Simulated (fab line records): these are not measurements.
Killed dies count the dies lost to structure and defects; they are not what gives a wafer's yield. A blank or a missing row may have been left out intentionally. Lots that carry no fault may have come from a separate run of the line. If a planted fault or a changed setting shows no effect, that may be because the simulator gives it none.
Split-lot study	flow n5 finfet	on a route of 1938 steps: 7 lots, 21 wafers read

SPLIT DETAILS
At N5_ZERO_LAYER_PECVD_02 (deposits SiO2 from SiH4/N2O, target thk 10 nm, time 6 s), the setting time s was moved away from the recipe's 6 s on 8 of the 21 wafers read, by -14.7% to +11.7%. This setting was run at the recipe's value on the other wafers.

The split's own step is where the reading is taken.

THE READING
SiO2_of_ZERO_LAYER_PECVD_02.thk nm (the simulator's own value, which no gauge read), in nm, at N5_ZERO_LAYER_PECVD_02 (deposits SiO2 from SiH4/N2O, target thk 10 nm, time 6 s). No usual value for it is given in the file. Here, 13 wafers ran the recipe; their average is 10.028 nm with a standard deviation of 0.15 nm.

wafer	tool, chamber at the split	time s as run, s	against the recipe	SiO2_of_ZERO_LAYER_PECVD_02.thk nm, nm	against lot-mates on the recipe
L075.4	pecvd-03, 1	6	recipe	9.928	-
L075.5	pecvd-03, 0	6	recipe	10.03	-
L075.6	pecvd-03, 2	6	recipe	9.974	-
L080.2	pecvd-02, 1	6.291	+4.8%	10.47	+0.250
L080.4	pecvd-02, 1	6	recipe	10.22	-
L080.6	pecvd-02, 1	6.291	+4.8%	10.73	+0.510
L087.1	pecvd-03, 2	6	recipe	10.23	-
L087.2	pecvd-03, 0	6	recipe	9.94	-
L087.5	pecvd-03, 0	5.524	-7.9%	9.361	-0.724
L091.1	pecvd-03, 2	5.12	-14.7%	8.23	-1.458
L091.3	pecvd-03, 0	6	recipe	9.688	-
L091.5	pecvd-03, 1	5.12	-14.7%	8.317	-1.371
L092.2	pecvd-04, 2	5.508	-8.2%	9.213	-0.977
L092.3	pecvd-04, 0	6	recipe	10.16	-
L092.4	pecvd-04, 2	6	recipe	10.22	-
L095.1	pecvd-03, 0	6	recipe	9.897	-
L095.4	pecvd-03, 1	6	recipe	9.984	-
L095.6	pecvd-03, 0	6	recipe	10.02	-
L096.1	pecvd-04, 2	6.7	+11.7%	11.17	+1.100
L096.2	pecvd-04, 0	6	recipe	10.07	-
L096.5	pecvd-04, 0	6.7	+11.7%	11.32	+1.250

THE FIT
A straight line over all 21 wafers: SiO2_of_ZERO_LAYER_PECVD_02.thk nm changes by +0.111 nm for each +1% of time s; r = +0.98; the points scatter about the line by 0.15 nm.
The same after taking each lot's own level away (the mean of its wafers on the recipe; 21 wafers): +0.098 nm for each +1%; r = +0.99; scatter 0.091 nm.
That fit puts the effect of the largest move of time s on the reading at 1.4 nm.
From 9.6880 to 10.2200 nm: that is the span of the lots' own levels, equal to 3.6 times the standard deviation above.
So the lot-to-lot level changes the slope: the two fits differ.
Check: for one of the wafers moved furthest among these (-14.7%), held out of the fit, the line's prediction against its lot-mates is -1.44 nm. Against them it came out at -1.46 nm.

THE FILE'S OWN FIT
SiO2_of_ZERO_LAYER_PECVD_02.thk nm changes by +0.0993 nm for each +1% of time s, r = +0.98.
